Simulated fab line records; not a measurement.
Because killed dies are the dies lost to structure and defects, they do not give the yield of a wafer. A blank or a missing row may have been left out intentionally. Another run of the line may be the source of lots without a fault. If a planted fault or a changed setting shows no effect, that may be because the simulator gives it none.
Matching of chambers + flow n5 finfet + rie diel-01 running N5_MIM_BOT_ETCH_ETCH_04: 4 sister chambers
The step etches SiNx in CF4/O2, target depth 26 nm, time 13 s. 4 wafers are shown with their chamber, then 7 later ones without.

WAFERS PAIRED WITH THEIR CHAMBERS
| wafer  | chamber | drypump motor current A (A) |
|--------|---------|-----------------------------|
| L082.5 | 3       | 5.5                         |
| L082.6 | 2       | 5.7                         |
| L088.1 | 1       | 5.8                         |
| L088.2 | 0       | 5.9                         |

WAFERS MISSING THEIR CHAMBER
| wafer  | drypump motor current A (A) |
|--------|-----------------------------|
| L088.3 | 5.6                         |
| L092.2 | 5.8                         |
| L092.3 | 5.8                         |
| L092.4 | 5.9                         |
| L094.1 | 5.9                         |
| L094.5 | 5.9                         |
| L094.6 | 5.8                         |

THE CHAMBER EACH PASSED THROUGH
| wafer  | from the rows above     | in truth                   |
|--------|-------------------------|----------------------------|
| L088.3 | can't be placed: 3 or 2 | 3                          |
| L092.2 | 1                       | 1                          |
| L092.3 | 1                       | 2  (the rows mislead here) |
| L092.4 | 0                       | 0                          |
| L094.1 | 0                       | 0                          |
| L094.5 | 0                       | 0                          |
| L094.6 | 1                       | 1                          |
Placed correctly: 5 of 7. Unplaceable from these rows: 1, with the true chamber sitting among the candidates in 1. Wrongly placed: 1.
How it was worked out, from the rows above alone: a wafer's distance from a chamber is the root of the sum, over the readings, of the square of ((its reading less the chamber's mean) divided by the reading's scatter). If the next closest chamber is less than 2 further off than the closest, the wafer can't be placed; otherwise it belongs to the closest. A chamber's mean is the mean of its shown wafers. The scatter: with one shown wafer a chamber, the root of the mean of the squares of how far each hidden wafer lies from its nearest shown one.
